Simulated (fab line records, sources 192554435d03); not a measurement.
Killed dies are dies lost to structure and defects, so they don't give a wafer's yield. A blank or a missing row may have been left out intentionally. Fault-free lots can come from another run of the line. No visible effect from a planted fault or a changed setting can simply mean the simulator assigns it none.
The tool behind it: which one?    flow n5_finfet    28 wafers from 10 lots sampled at 5 of the route's 1938 steps

WHAT THE GAUGES READ, wafer by wafer
N5_BEOL_M4_RC_MEAS_101.
lot   measured      on         DIBL_N (mV/V)   DIBL_P (mV/V)   IOFF_N (nA/um)     IOFF_P (nA/um)  ION_N (uA/um)  ION_P (uA/um)  SS_N (mV/dec)   SS_P (mV/dec)   VT_N (mV)    VT_P (mV)
L639  day 9 01:55   prober-01  35.0 36.3 36.2  35.7 38.0 37.4  0.138 0.166 0.154  0.18 0.21 0.20  659 680 666    450 460 455    71.0 71.8 71.5  73.1 74.1 73.9  254 249 251  -253 -251 -251
L640  day 9 00:02   prober-02  33.6 36.0 35.5  35.7 38.2 37.7  0.140 0.180 0.182  0.19 0.24 0.22  675 683 686    461 466 462    70.7 71.5 71.5  74.2 73.6 74.4  247 245 246  -252 -249 -248
L644  day 10 16:01  prober-02  39.0 35.8 36.0  40.1 36.8 36.7  0.230 0.172 0.174  0.33 0.25 0.25  693 676 679    476 474 471    72.4 72.2 71.8  75.6 73.9 73.8  247 245 252  -242 -241 -246
L648  day 11 01:15  prober-02  33.6            33.8            0.130              0.20            674            474            70.3            72.5            249          -250
L653  day 12 12:25  prober-02  35.0 36.7 34.3  34.5 36.2 33.6  0.126 0.153 0.119  0.17 0.20 0.17  671 669 670    461 456 464    71.3 71.5 71.0  73.3 73.5 72.6  254 251 254  -251 -252 -255
L655  day 13 03:14  prober-01  35.8 34.0 37.7  35.4 33.6 37.9  0.139 0.103 0.166  0.19 0.17 0.23  667 641 659    461 449 453    71.4 71.2 71.9  72.9 73.1 73.5  256 257 251  -252 -254 -252
L656  day 13 08:16  prober-02  35.1 38.0 33.5  35.6 38.5 33.5  0.145 0.202 0.112  0.20 0.26 0.16  682 690 657    466 471 452    72.3 73.0 71.0  73.7 74.0 73.2  252 246 257  -250 -247 -255
L657  day 13 14:29  prober-01  35.4 35.7 33.4  36.6 36.8 34.4  0.162 0.163 0.128  0.20 0.20 0.16  679 680 675    462 464 462    71.3 70.8 69.8  73.0 73.5 72.7  248 248 250  -253 -254 -256
L660  day 13 19:15  prober-02  36.9 35.1 37.1  37.1 34.1 36.7  0.151 0.120 0.148  0.21 0.18 0.22  667 663 658    460 465 456    71.1 71.8 71.5  73.5 72.4 73.8  248 254 250  -249 -250 -248
L661  day 13 23:03  prober-01  36.4 35.1 34.8  36.2 34.7 33.9  0.156 0.147 0.126  0.21 0.19 0.17  663 675 657    459 458 457    71.5 70.4 70.7  73.0 72.8 72.9  250 249 252  -249 -250 -255

EACH LOT AND THE TOOL THAT RAN IT (in order: tool; ch and the chambers of the sampled wafers; start)
lot   N5_HKMG_FIN_ETCHBACK_68            N5_HKMG_FIN_STRIP_69                  N5_HKMG_FIN_CMP_94             N5_GATE_CUT_ETCH_56
L639  rie_metal-03 ch 0,1, day 4 13:11   plasma_asher-01 ch 0,1, day 4 13:20   cmp-02 ch 0,1,3, day 4 14:49   rie_metal-03 ch 0,1, day 4 15:12
L640  rie_metal-03 ch 1, day 4 18:55     plasma_asher-02 ch 1, day 4 19:03     cmp-03 ch 0,3, day 4 20:34     rie_metal-03 ch 0, day 4 20:55
L644  rie_metal-02 ch 0,1, day 5 20:03   plasma_asher-01 ch 0,1, day 5 20:11   cmp-02 ch 0,1,3, day 5 21:35   rie_metal-03 ch 0,1, day 5 21:58
L648  rie_metal-03 ch 1, day 6 20:25     plasma_asher-01 ch 1, day 6 20:34     cmp-02 ch 3, day 6 22:03       rie_metal-03 ch 1, day 6 22:20
L653  rie_metal-02 ch 1, day 7 22:02     plasma_asher-01 ch 1, day 7 22:11     cmp-02 ch 2,3, day 7 23:35     rie_metal-02 ch 1, day 7 23:58
L655  rie_metal-02 ch 0,1, day 8 14:07   plasma_asher-02 ch 0, day 8 14:16     cmp-03 ch 0,3, day 8 15:40     rie_metal-02 ch 0,1, day 8 16:02
L656  rie_metal-01 ch 1, day 9 00:46     plasma_asher-02 ch 0,1, day 9 00:55   cmp-02 ch 0,1,3, day 9 02:20   rie_metal-03 ch 1, day 9 02:41
L657  rie_metal-02 ch 0,1, day 9 07:37   plasma_asher-02 ch 0,1, day 9 07:50   cmp-03 ch 0,3, day 9 09:08     rie_metal-02 ch 0,1, day 9 09:31
L660  rie_metal-03 ch 0,1, day 9 20:46   plasma_asher-02 ch 1, day 9 20:57     cmp-02 ch 0,3, day 9 22:20     rie_metal-01 ch 1, day 9 22:44
L661  rie_metal-03 ch 0,1, day 10 01:55  plasma_asher-01 ch 0,1, day 10 02:03  cmp-03 ch 0,1,3, day 10 03:27  rie_metal-03 ch 0,1, day 10 03:50
- N5_HKMG_FIN_ETCHBACK_68: etches the open film in Cl2/Ar, stops on HfO2, target depth 0.5 nm.
- N5_HKMG_FIN_STRIP_69: strips in N2/H2, time 360 s.
- N5_HKMG_FIN_CMP_94: polishes, stops on SiNx, t overpolish 4.7 s, target thk 43.299 nm.
- N5_GATE_CUT_ETCH_56: etches TiN in Cl2/Ar, target depth 21.6 nm.

AS READ BY THE TOOLS THEMSELVES (means over the sampled wafers that have a number; for cases with no such wafer, the mark the record gives instead)
N5_HKMG_FIN_ETCHBACK_68.
lot   tool          drypump_motor_current_A (A)  oes_product_au (a.u.)  throttle_valve_pct (%)
L639  rie_metal-03  6.1                          0.72                   20.71
L640  rie_metal-03  6.1                          0.79                   20.77
L644  rie_metal-02  6.1                          0.79                   20.73
L648  rie_metal-03  6.1                          0.78                   20.80
L653  rie_metal-02  6.7                          0.83                   20.69
L655  rie_metal-02  6.1                          0.76                   20.75
L656  rie_metal-01  6.4                          0.62                   21.48
L657  rie_metal-02  6.2                          0.77                   20.74
L660  rie_metal-03  6.2                          0.70                   20.75
L661  rie_metal-03  6.1                          0.73                   20.78

N5_HKMG_FIN_STRIP_69.
lot   tool             drypump_motor_current_A (A)  heater_power_w (W)
L639  plasma_asher-01  5.9                          520
L640  plasma_asher-02  5.2                          471
L644  plasma_asher-01  5.9                          512
L648  plasma_asher-01  5.3                          515
L653  plasma_asher-01  5.3                          518
L655  plasma_asher-02  6.5                          446
L656  plasma_asher-02  5.6                          468
L657  plasma_asher-02  6.1                          456
L660  plasma_asher-02  5.2                          469
L661  plasma_asher-01  5.6                          516

N5_HKMG_FIN_CMP_94.
lot   tool    head_pressure_psi (psi)  motor_current_A (A)  slurry_flow_ml_min
L639  cmp-02  3.987                    11.4                 150.2
L640  cmp-03  4.005                    13.3                 149.7
L644  cmp-02  3.999                    11.8                 150.2
L648  cmp-02  3.991                    11.5                 149.7
L653  cmp-02  3.998                    12.4                 150.5
L655  cmp-03  4.009                    12.1                 150.5
L656  cmp-02  3.997                    12.0                 149.6
L657  cmp-03  3.996                    13.1                 150.0
L660  cmp-02  3.996                    11.1                 150.1
L661  cmp-03  3.999                    12.9                 150.0

N5_GATE_CUT_ETCH_56.
lot   tool          drypump_motor_current_A (A)  mfc_cl2_sccm (sccm)  oes_product_au (a.u.)  throttle_valve_pct (%)
L639  rie_metal-03  6.1                          40.04                0.77                   20.8
L640  rie_metal-03  6.1                          39.85                0.70                   20.7
L644  rie_metal-03  6.1                          41.07                0.77                   20.9
L648  rie_metal-03  6.1                          40.02                0.79                   20.8
L653  rie_metal-02  6.6                          39.95                0.84                   20.7
L655  rie_metal-02  6.1                          40.05                0.78                   20.8
L656  rie_metal-03  6.1                          40.06                0.79                   20.8
L657  rie_metal-02  6.1                          40.20                0.78                   20.8
L660  rie_metal-01  6.3                          40.07                0.61                   21.5
L661  rie_metal-03  6.2                          40.03                0.71                   20.7

THE ANSWER, worked out from the rows above alone
Rule: the lots themselves supply what counts as usual. Put in order of their means at a reading, lots are off if they are a third of the lots or fewer, leave a main group of 4 or more, and stand apart from it by a gap of 3 or more times the standard deviation of the main group's means; of several such gaps the widest counts. If all means in a main group match to the digits the tables above print for the reading, that group is not used. Also off: a lot with no number at a reading for which 4 or more lots have one. The other lots that the step has rows for count as sound. After the gauges, taken in route order, come the tools' own readings; for these a lot's mean is taken, as printed above. The first step at which some lot is off is used, and at that step the reading that is off furthest; a lot without a number counts as furthest.
Off: L644, at N5_BEOL_M4_RC_MEAS_101 (IOFF_P). Mean 0.20 nA/um and standard deviation 0.01 in the main group.
A tool fits if, at a process step before that reading, it ran every lot that is off, and no sound lot after the first of them. Not tried: the gauges at N5_BEOL_M4_RC_MEAS_101; whatever is off there is also off at N5_GATE_CUT_ETCH_56, on other tools, and gauge error can't account for it. None of those tried fits.

WHAT HAD BEEN PUT IN BY THE SIMULATOR
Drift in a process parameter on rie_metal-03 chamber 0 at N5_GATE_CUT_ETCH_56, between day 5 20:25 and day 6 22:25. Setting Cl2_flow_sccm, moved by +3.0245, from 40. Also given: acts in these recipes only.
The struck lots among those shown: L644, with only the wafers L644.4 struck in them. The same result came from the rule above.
